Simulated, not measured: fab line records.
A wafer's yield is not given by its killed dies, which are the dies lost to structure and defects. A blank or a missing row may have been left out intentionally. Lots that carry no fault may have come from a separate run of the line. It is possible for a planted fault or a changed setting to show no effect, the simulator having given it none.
8D (eight disciplines) problem report, filled in by code ; flow n5Finfet ; the parts of the form that need people (team, actions taken, sign-off) are left out

== 1. PROBLEM STATEMENT ==
At N5_SDB_COAT_04, spinSpeedRpm averages 1462.3 rpm over 6 wafers from 2 lots, while fault-free wafers read 1500.0 rpm, standard deviation 1.1. Relative to the usual mean, that is a shift of -34 standard deviations.
The step: time 60 s, resist thk 18 nm.
The first sign was on wafer L654.2 at day 7 12:35, on lithoTrack-01. The record has a number at this step for 18 wafers belonging to 6 lots. Rule for "out" (also "out of limits"): further than 4 standard deviations from the usual mean. Any other wafer with a number is counted as sound.

== 2. WHAT IT IS; WHAT IT IS NOT ==
question;is;is not
which readings at this step;spinSpeedRpm;exhaustPa
which lots;L654, L655;L640, L642, L657, L660
which wafers of those lots;all that have a number;-
read on which tools;lithoTrack-01;lithoTrack-04
when;from day 7 12:35;"up to then (6 sound wafers); but 6 sound wafers of L657, L660 came after"

== 3. THE SUSPECTS, EACH WITH WHAT RULES IT OUT ==
Counting: a tool at a process step up to the reading stays a suspect if it ran every lot that is out and no sound lot after the first of them.
- lithoTrack-01 at N5_SDB_COAT_04 (time 60 s, resist thk 18 nm): kept. It processed each lot that is out, first L654 at day 7 12:35, and no sound lot thereafter; up to then, the last sound lot it processed was L642 at day 4 14:57. Its own spinSpeedRpm readings are out on those wafers.
After counting, what remains is lithoTrack-01 at N5_SDB_COAT_04.

== 4. THE CAUSE (what the simulator had put in) ==
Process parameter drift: lithoTrack-01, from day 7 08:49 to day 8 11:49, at N5_SDB_COAT_04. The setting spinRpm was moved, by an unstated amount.
The count eliminated every tool but this one.

== 5. SEQUENCE OF EFFECTS, ordered by route ==
One row per reading whose mean, taken over the struck wafers that have a number, lies over 3 standard deviations from the usual. Scope: only readings with a usual standard deviation given in the record; hours: median across lots of the time from each lot's start at the first step in this table that gives one to its start at this step; sigmas: change in usual standard deviations.
hours;step;reading;usual;on struck wafers;change;sigmas
0;N5_SDB_COAT_04;spinSpeedRpm;1500.0 rpm;1462.3;-37.7;-34
The process steps in it:
- N5_SDB_COAT_04: time 60 s, resist thk 18 nm.
Later steps that measure or inspect, where all struck wafers having a row at the step show a number for every such reading and not one has moved that far: N5_SDB_CD_MEAS_11, N5_SDB_OVL_MEAS_12, N5_SDB_INSPECT_13.

== 6. HOW IT WOULD HAVE BEEN CAUGHT EARLIER ==
In this record the first reading out of limits was taken at day 7 12:35, 4 hours after the fault began at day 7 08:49.
